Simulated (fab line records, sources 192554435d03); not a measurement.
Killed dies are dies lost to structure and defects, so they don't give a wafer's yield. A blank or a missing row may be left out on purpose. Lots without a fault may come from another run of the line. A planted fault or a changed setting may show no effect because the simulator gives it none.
A struck lot beside a sound one | flow n5_finfet | 29 steps out of a route of 1938
Sound: wafers L573.3, L573.4, L573.6. Struck: wafers L576.2, L576.3, L576.6. The cause comes at the end.
At each step with rows: each side's tool, then ch and its chambers, then its first start. Under that, the readings that differ: sound wafers | struck wafers | difference of the means | sigmas: that difference in standard deviations of wafers without a fault.
alike: readings whose means differ by less than 2 such deviations, and words and numbers that are the same on both sides. not compared: withheld readings, readings that some wafer has no value for, bounds like >300 that may hide the same value, and numbers for which the record gives no deviation and whose values overlap.
The two part at a step that has a row with sigmas, a row that says differs or no value, or rows on one side only. Numbers that don't overlap but have no deviation are shown without sigmas and don't part them. A reading that every wafer of one side lacks parts them only if that side has two wafers or more.

first, 3 steps without rows for these wafers: N5_MIM_BOT_LITHO_PEB_06; N5_MIM_BOT_LITHO_DEVELOP_07 (develop time 60 s); N5_MIM_BOT_LITHO_HARDBAKE_09 (time 120 s).
N5_MIM_BOT_LITHO_CD_MEAS_08: target cd 3000 nm.
  sound on cd_sem-01 ch 0, day 12 21:43; struck on cd_sem-03 ch 0, day 13 22:15
  alike: cd_nm
N5_MIM_BOT_LITHO_OVL_MEAS_11:
  sound on overlay-02 ch 0, day 12 21:44; struck on overlay-01 ch 0, day 13 22:17
  alike: MIM_BOT_OVL
N5_MIM_BOT_LITHO_INSPECT_12: inspects for defects (macro).
  sound on defect_inspect-01, day 12 21:46; struck on defect_inspect-01, day 13 22:18
  alike: raw_defect_count
then, 3 steps without rows for these wafers: N5_MIM_BOT_LITHO_DESCUM_10 (chemistry O2, time 7.9 s); N5_MIM_BOT_ETCH_ETCH_04 (etches SiNx in CF4/O2, target depth 26 nm, time 13 s); N5_MIM_BOT_ETCH_ETCH_03 (etches the open film in Cl2/BCl3, target depth 12 nm).
N5_MIM_BOT_ETCH_ETCH_00: etches TiN in Cl2/BCl3, target depth 45.5 nm.
  sound on rie_metal-01 ch 0,1, day 12 22:10; struck on rie_metal-03 ch 0,1, day 13 22:38
  alike: drypump_motor_current_A, oes_ar_750_au, oes_product_au, throttle_valve_pct
  not compared: rf_hours_counter_h
N5_MIM_BOT_ETCH_STRIP_01: strips in O2.
  sound on rie_diel-04 ch 0,1,2, day 12 22:18; struck on rie_diel-02 ch 1,2, day 13 22:47
  alike: drypump_motor_current_A, oes_product_au, rf_vpp_V, showerhead_plenum_p_Torr, throttle_valve_pct
  not compared: rf_hours_counter_h
then, 1 step without rows for these wafers: N5_MIM_BOT_ETCH_STRIP_02 (strips in post etch residue remover, time 1200 s).
N5_MIM_BOT_ETCH_CLEAN_05: cleans in IPA, time 180 s.
  sound on wet_bench-01 ch 0,4,6, day 12 22:42; struck on wet_bench-02 ch 0,4,5, day 13 23:13
then, 1 step without rows for these wafers: N5_MIM_BOT_ETCH_SRD_06 (time 30 s).
N5_PASSIVATION_PECVD_55: deposits SiO2 from SiH4/N2O, target thk 400 nm, time 22.5 s.
  sound on pecvd-03 ch 0,1, day 12 22:49; struck on pecvd-02 ch 0,2, day 13 23:19
  alike: heater_power_w, showerhead_plenum_p_Torr, throttle_valve_pct
  not compared: since_wet_clean_h
N5_PASSIVATION_PECVD_01: deposits SiNx from SiH4/NH3/N2, target thk 200 nm, time 43.2 s.
  sound on pecvd-03 ch 0,1, day 12 22:53; struck on pecvd-02 ch 0,2, day 13 23:21
  alike: heater_power_w, showerhead_plenum_p_Torr, throttle_valve_pct
  not compared: since_wet_clean_h
then, 8 steps without rows for these wafers: N5_PASSIVATION_HMDS_03 (time 60 s); N5_PASSIVATION_COAT_04; N5_PASSIVATION_EBR_06; N5_PASSIVATION_SOFTBAKE_05 (time 90 s); N5_PASSIVATION_EXPOSE_07 (exposes mask TV, defocus 0 nm, target cd 3000 nm); N5_PASSIVATION_PEB_08; N5_PASSIVATION_DEVELOP_09 (develop time 60 s); N5_PASSIVATION_HARDBAKE_11 (time 120 s).
N5_PASSIVATION_CD_MEAS_10: target cd 3000 nm.
  sound on cd_sem-02 ch 0, day 13 01:46; struck on cd_sem-01 ch 0, day 14 01:16
  alike: cd_nm
N5_PASSIVATION_OVL_MEAS_60:
  sound on overlay-02 ch 0, day 13 01:47; struck on overlay-02 ch 0, day 14 01:18
  alike: TV_OVL
N5_PASSIVATION_INSPECT_61: inspects for defects (macro).
  sound on defect_inspect-01, day 13 01:49; struck on defect_inspect-01, day 14 01:19
  reading          | sound | struck         | difference | sigmas
  raw_defect_count | 0 1 1 | >300 >300 >300 | differs    |
N5_PASSIVATION_DESCUM_12: chemistry O2, time 7.9 s.
  sound on rie_diel-06 ch 1,2,3, day 13 01:50; struck on rie_diel-06 ch 0,3, day 14 01:35
  alike: drypump_motor_current_A, oes_product_au, rf_vpp_V, showerhead_plenum_p_Torr, throttle_valve_pct
  not compared: rf_hours_counter_h
N5_PASSIVATION_PROBE_49:
  the record has rows for the struck wafers here (prober-01, day 14 10:00) and none for the sound ones

WHERE THEY PART
First at N5_PASSIVATION_INSPECT_61; last, within this record, at N5_PASSIVATION_PROBE_49.

WHY: what the simulator had put in
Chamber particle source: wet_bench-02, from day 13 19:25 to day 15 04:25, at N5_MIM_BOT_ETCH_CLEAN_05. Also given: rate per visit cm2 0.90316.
